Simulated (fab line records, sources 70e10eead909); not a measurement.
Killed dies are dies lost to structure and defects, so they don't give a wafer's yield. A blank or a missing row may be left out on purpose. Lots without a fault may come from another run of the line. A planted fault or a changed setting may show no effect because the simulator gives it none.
fab line records | flow nand_harc
record lots=5 wafers=15 last_day=22
route steps=1159 shown P_GATE@127
lots that met no fault: from a run of the same line without faults
start_h: hours from the record's first day to the start of the lot's first wafer shown | wait_h: hours since the lot's step before | " the same as in the row above | L1.1+2: a row that stands for several wafers | - no value, or no start given | * or withheld: withheld | < > ~ a bound
route shown NAME@n: a module of which the file shows steps, and the number in the route of the first | usual: mean/standard deviation of fault-free wafers | same: alike in all rows | chamber/n: place in a boat | sites: the reading at each site | _std_site: their standard deviation | _edge_site: outer sites' mean less inner sites' | radius_mm: how far each site lies from the wafer's centre | mask NAME#n: copy n | behind: the tool/chamber that last shaped the wafer | hold: why the lot was held/for how many hours/how that ended | device: the transistor (n, p or np) that didn't switch | end of line: the same wafers' tests at the end of the route | a step without rows: its recipe alone | killed: dies lost to structure and defects at the first sort, not the wafer's yield | map: a wafer's dies, x killed, . not, _ none there
set.NAME: the setting as run; set.NAME@STEP: as run at that earlier step | model.NAME: the simulator's own value behind a step, which no gauge read
lots at some steps of the route; a table a step, a row a wafer
services: from which hour (start_h, from the record's first day; less than 0 if before it) a tool's chamber was out of use, for how many hours, and why
## steps
# step NHARC_P_GATE_PRECLEAN_71
# recipe time_s=* temp_c=50 bath_age_min=0 chemistry=SC1
# step NHARC_P_GATE_SRD_72
# step NHARC_P_GATE_OXIDE_16
# recipe target_thk_a=30 temp_c=875 ox_time_s=392 material=SiO2
# step NHARC_P_GATE_CVD_17
# recipe target_thk_a=1500 temp_c=620 time_s=900 material=poly-Si
# step NHARC_P_GATE_HM_DEP_102
# recipe target_thk_a=1200 temp_c=400 material=aC
# usual throttle_valve_pct=35.001/0.0088
# columns lot.wafer tool chamber start_h wait_h throttle_valve_pct
L448.3 acl_dep-02 0 121.43 0.6 34.998
L448.4 " 0 " " 35.001
L448.5 " 0 " " 34.996
L451.1 acl_dep-02 0 138.57 2.1 34.978
L451.2 " 0 " " 35.011
L451.3 " 0 " " 34.987
L453.3 acl_dep-02 0 147.35 0.6 35.006
L453.5 " 0 " " 35.002
L453.6 " 0 " " 34.999
L456.2 acl_dep-02 0 164.16 0.5 34.992
L456.3 " 0 " " 35.006
L456.4 " 0 " " 34.993
L458.1 acl_dep-03 0 179.31 2.1 35.007
L458.2 " 0 " " 35.005
L458.3 " 0 " " 35.001
# step NHARC_P_GATE_DEP_103
# recipe target_thk_a=300 target_thk_nm=30 temp_c=400 flow_sccm=200 rf_w=350 material=SiON
# usual heater_power_w=727/64 rf_fwd_power_W=348.7/1.1
# columns lot.wafer tool chamber start_h wait_h heater_power_w rf_fwd_power_W
L448.3 pecvd-02 1 121.91 0.4 706 348.9
L448.4 " 0 " " 659 350.3
L448.5 " 2 " " 727 348.9
L451.1 pecvd-01 0 139.23 0.6 636 351.4
L451.2 " 1 " " 736 349.4
L451.3 " 2 " " 817 350.0
L453.3 pecvd-01 2 147.85 0.4 688 347.9
L453.6 " 0 " " 696 347.8
L453.5 " 2 " " 715 349.9
L456.2 pecvd-01 1 164.73 0.5 705 347.9
L456.3 " 2 " " 684 347.1
L456.4 " 2 " " 699 347.7
L458.3 pecvd-04 1 179.97 0.3 758 346.7
L458.2 " 2 " " 686 347.3
L458.1 " 0 " " 802 350.4
# step NHARC_P_GATE_DEHYDRATE_18
# recipe temp_c=150 time_s=120
# step NHARC_P_GATE_HMDS_19
# recipe time_s=30
# step NHARC_P_GATE_COAT_20
# recipe spin_rpm=1500 resist_thk_nm=90
# step NHARC_P_GATE_SOFTBAKE_21
# recipe temp_c=105 time_s=55
# step NHARC_P_GATE_EBR_22
# step NHARC_P_GATE_EXPOSE_23
# recipe na=1.35 target_cd_nm=120 dose_mj=93.91 mask_id=P_GATE
# step NHARC_P_GATE_PEB_24
# recipe peb_temp_c=100 peb_time_s=65
# columns lot.wafer tool chamber start_h wait_h
L448.3+4+5 litho_track-04 0 122.36 0.0
L451.1+2+3 litho_track-01 0 139.70 0.1
L453.3+5+6 litho_track-04 0 148.28 0.0
L456.2+3+4 litho_track-06 0 165.47 0.1
L458.1+2+3 litho_track-01 0 180.57 0.1
# step NHARC_P_GATE_DEVELOP_25
# recipe develop_time_s=35 dev_temp_c=23
# step NHARC_P_GATE_CD_MEAS_26
# recipe target_cd_nm=120 landing_energy_ev=500
# usual cd_nm=120.0/0.9
# columns lot.wafer tool chamber start_h wait_h cd_nm
L448.3 cd_sem-02 0 122.44 - 120.5
L448.4 " 0 " " 120.5
L448.5 " 0 " " 121.2
L451.1 cd_sem-01 0 139.78 - 120.2
L451.2 " 0 " " 120.4
L451.3 " 0 " " 119.5
L453.3 cd_sem-02 0 148.36 - 120.5
L453.5 " 0 " " 120.6
L453.6 " 0 " " 120.9
L456.2 cd_sem-01 0 165.55 - 118.6
L456.3 " 0 " " 117.9
L456.4 " 0 " " 118.4
L458.1 cd_sem-02 0 180.65 - 119.9
L458.2 " 0 " " 117.4
L458.3 " 0 " " 120.1
# step NHARC_P_GATE_OVL_MEAS_27
# usual overlay_x_nm=0.0/0.92 overlay_y_nm=0.1/0.86
# columns lot.wafer tool chamber start_h wait_h overlay_x_nm overlay_y_nm
L448.3 overlay-01 - 122.54 - -1.0 0.8
L448.4 " - " " -1.2 0.6
L448.5 " - " " -0.5 0.0
L451.1 overlay-02 - 139.87 - 1.2 0.5
L451.2 " - " " 0.8 0.5
L451.3 " - " " 1.5 0.4
L453.3 overlay-02 - 148.44 - 1.3 -1.1
L453.5 " - " " 0.7 -0.5
L453.6 " - " " 1.6 -1.3
L456.2 overlay-01 - 165.64 - 0.4 -0.8
L456.3 " - " " 0.7 -0.3
L456.4 " - " " 0.8 -0.6
L458.1 overlay-01 - 180.74 - -1.6 0.9
L458.2 " - " " -1.6 0.6
L458.3 " - " " -2.2 1.1
# step NHARC_P_GATE_INSPECT_28
# usual raw_defect_count=6/3.2
# columns lot.wafer tool chamber start_h wait_h raw_defect_count
L448.3 defect_inspect-02 - 122.58 0.0 3
L448.4 " - " " 5
L448.5 " - " " 4
L451.1 defect_inspect-02 - 139.91 0.0 7
L451.2 " - " " 10
L451.3 " - " " 5
L453.3 defect_inspect-01 - 148.48 0.0 7
L453.5 " - " " 11
L453.6 " - " " 5
L456.2 defect_inspect-02 - 165.69 0.1 10
L456.3 " - " " 10
L456.4 " - " " 6
L458.1 defect_inspect-01 - 180.78 0.0 5
L458.2 " - " " 6
L458.3 " - " " 3
# step NHARC_P_GATE_DESCUM_31
# recipe time_s=3 o2_flow_sccm=200 ar_flow_sccm=0 bias_power_w=0 chemistry=O2
# usual drypump_motor_current_A=5.9/0.35 oes_product_au=0.999/0.0091 rf_vpp_V=57.7/0.91 showerhead_plenum_p_Torr=1.92/0.073 throttle_valve_pct=11.310/0.0086
# same bias_power_w=0
# columns lot.wafer tool chamber start_h wait_h drypump_motor_current_A oes_product_au rf_hours_counter_h rf_vpp_V showerhead_plenum_p_Torr throttle_valve_pct model.P_GATE.cd_nm
L448.3 rie_diel-07 3 122.65 0.1 6.2 0.997 11 57.4 1.83 11.322 119.8
L448.4 " 0 " " 5.6 1.013 11 57.0 1.97 11.306 120.4
L448.5 " 2 " " 6.2 0.996 - 57.1 1.99 11.312 121.2
L451.3 rie_diel-02 2 140.09 0.2 5.2 0.996 56 56.8 1.90 11.316 120.1
L451.1 " 0 " " 6.1 0.990 57 56.0 1.84 11.302 119.4
L451.2 " 1 " " 5.4 0.987 55 58.2 1.87 11.312 119.7
L453.3 rie_diel-02 1 148.55 0.1 5.4 0.993 60 56.8 1.87 11.311 119.7
L453.6 " 0 " " 6.1 0.985 - 58.2 1.84 11.314 120.5
L453.5 " 1 " " 5.4 0.998 - 58.9 1.87 11.302 119.8
L456.4 rie_diel-06 0 165.75 0.1 6.5 0.982 31 57.2 1.90 11.310 119.2
L456.2 " 1 " " 6.0 1.002 31 58.1 1.78 11.307 118.3
L456.3 " 3 " " 6.0 0.991 34 59.6 2.02 11.317 117.7
L458.1 rie_diel-07 3 180.84 0.1 6.2 1.007 22 57.3 1.83 11.305 118.9
L458.2 " 1 " " 5.9 1.015 24 56.1 2.02 11.322 117.4
L458.3 " 2 " " 6.2 0.999 22 59.9 1.99 11.319 120.5
# step NHARC_P_GATE_ETCH_104
# recipe target_depth_a=600 time_s=withheld cf4_flow_sccm=100 chf3_flow_sccm=30 ar_flow_sccm=0 rf_w=500 bias_w=200 chemistry=CF4/CHF3
# usual drypump_motor_current_A=5.9/0.36 oes_product_au=0.938/0.019 rf_fwd_power_W=490/3.3 rf_vpp_V=370.8/2 showerhead_plenum_p_Torr=1.58/0.056 throttle_valve_pct=16.802/0.0093
# columns lot.wafer tool chamber start_h wait_h drypump_motor_current_A oes_product_au rf_fwd_power_W rf_vpp_V showerhead_plenum_p_Torr throttle_valve_pct model.P_GATE.cd_nm
L448.4 rie_diel-07 2 122.73 0.1 6.2 0.918 488 370.9 1.63 16.818 121
L448.3 " 0 " " 5.6 0.922 495 371.9 1.62 16.795 120.3
L448.5 " 3 " " 6.2 0.930 491 368.3 1.51 16.820 121.8
L451.3 rie_diel-02 2 140.31 0.2 5.2 0.922 488 369.0 1.56 16.796 120.5
L451.1 " 0 " " 6.0 0.920 497 368.6 1.52 16.789 119.8
L451.2 " 1 " " 5.4 0.928 486 369.3 1.54 16.817 120
L453.3 rie_diel-02 0 148.64 0.1 6.0 0.952 494 368.9 1.52 16.794 120.1
L453.5 " 0 " " 6.0 0.943 494 369.3 1.52 16.794 120
L453.6 " 2 " " 5.2 0.955 488 370.2 1.56 16.791 120.4
L456.3 rie_diel-06 3 165.84 0.1 6.0 0.931 493 372.5 1.65 16.794 118.4
L456.2 " 0 " " 6.5 0.915 489 371.9 1.56 16.803 118.7
L456.4 " 1 " " 6.0 0.922 492 367.3 1.47 16.795 119.7
L458.2 rie_diel-07 2 180.98 0.1 6.2 0.922 487 371.4 1.63 16.815 117.7
L458.1 " 3 " " 6.2 0.933 490 368.8 1.51 16.809 119.6
L458.3 " 0 " " 5.6 0.933 498 374.8 1.62 16.816 121.2
# step NHARC_P_GATE_HM_OPEN_105
# recipe target_depth_a=3600 o2_flow_sccm=400 cos_flow_sccm=20 ar_flow_sccm=0 rf_w=500 bias_w=300 chemistry=O2/COS
# usual drypump_motor_current_A=5.9/0.35 oes_product_au=0.998/0.0085 rf_fwd_power_W=497.5/2 rf_vpp_V=467.5/2.5 showerhead_plenum_p_Torr=3.14/0.11 throttle_valve_pct=28.330/0.0084
# columns lot.wafer tool chamber start_h wait_h drypump_motor_current_A oes_product_au rf_fwd_power_W rf_hours_counter_h rf_vpp_V showerhead_plenum_p_Torr throttle_valve_pct
L448.3 rie_diel-07 3 - - 6.2 0.995 496.9 11 464.7 2.99 28.325
L448.4 " 0 " " 5.6 1.017 499.2 11 468.8 3.21 28.332
L448.5 " 0 " " 5.6 1.005 499.2 - 468.5 3.21 28.332
L451.1 rie_diel-02 1 - - 5.4 0.985 495.1 56 466.6 3.05 28.331
L451.3 " 2 " " 5.2 0.989 497.1 57 468.1 3.10 28.315
L451.2 " 0 " " 6.1 0.988 498.1 58 464.5 3.01 28.338
L453.3 rie_diel-02 2 - - 5.2 0.997 498.2 61 467.1 3.10 28.332
L453.6 " 0 " " 6.1 0.988 500.7 - 465.4 3.01 28.330
L453.5 " 2 " " 5.2 0.996 494.6 - 467.6 3.10 28.334
L456.3 rie_diel-06 2 - - 5.5 1.001 500.7 36 470.3 3.20 28.326
L456.2 " 3 " " 6.0 1.004 496.4 34 471.2 3.28 28.330
L456.4 " 0 " " 6.5 0.989 495.7 32 466.7 3.10 28.334
L458.2 rie_diel-07 3 - - 6.2 0.999 495.7 22 465.7 2.99 28.312
L458.1 " 0 " " 5.6 1.014 500.3 22 468.3 3.21 28.346
L458.3 " 1 " " 5.9 1.008 498.1 24 468.3 3.29 28.348
## services
# columns tool chamber start_h hours kind
pecvd-01 1 105.10 3.4 repair
rie_diel-02 0 105.36 - clean
rie_diel-02 1 105.36 - clean
rie_diel-02 2 105.36 - clean
rie_diel-02 3 105.36 - clean
rie_diel-07 0 109.21 - clean
rie_diel-07 1 109.21 - clean
rie_diel-07 2 109.21 - clean
rie_diel-07 3 109.21 - clean
litho_track-06 - 117.00 7.0 pm
pecvd-04 2 120.73 1.9 repair
rie_diel-02 0 129.86 - clean
rie_diel-02 1 129.86 - clean
rie_diel-02 2 129.86 - clean
rie_diel-02 3 129.86 - clean
rie_diel-07 0 133.71 - clean
rie_diel-07 1 133.71 - clean
rie_diel-06 1 134.09 5.1 repair
rie_diel-02 3 135.05 20.5 repair
rie_diel-07 2 137.40 8.3 repair
litho_track-04 - 141.00 7.0 pm
rie_diel-02 - 150.90 9.0 pm
pecvd-02 - 153.22 13.0 pm
acl_dep-02 - 169.33 13.0 pm
## key
first_sign none at tools or gauges
model_effect step=NHARC_P_GATE_DESCUM_31 value=P_GATE.cd_nm without=119.9 struck=117.4
model_effect step=NHARC_P_GATE_ETCH_104 value=P_GATE.cd_nm without=120.2 struck=117.7
met_at NHARC_P_GATE_PEB_24
struck_wafers L458.2
tester_left_out L458
onset_between 139.70 180.57
fault kind=process_parameter_drift tool=litho_track-01 chamber=- onset_h=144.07 steps=NHARC_P_GATE_PEB_24 channel=peb_time_s offset=* shape=step end_h=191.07 scope=struck_wafers_only acts_in=* stated=*
# tester_left_out: of these lots the tester's yield and bins aren't shown, on N5 and GAA mostly nor the transistor test; their killed dies are dies lost to structure and defects alone, not to doping, threshold or leakage, so they don't give the yield
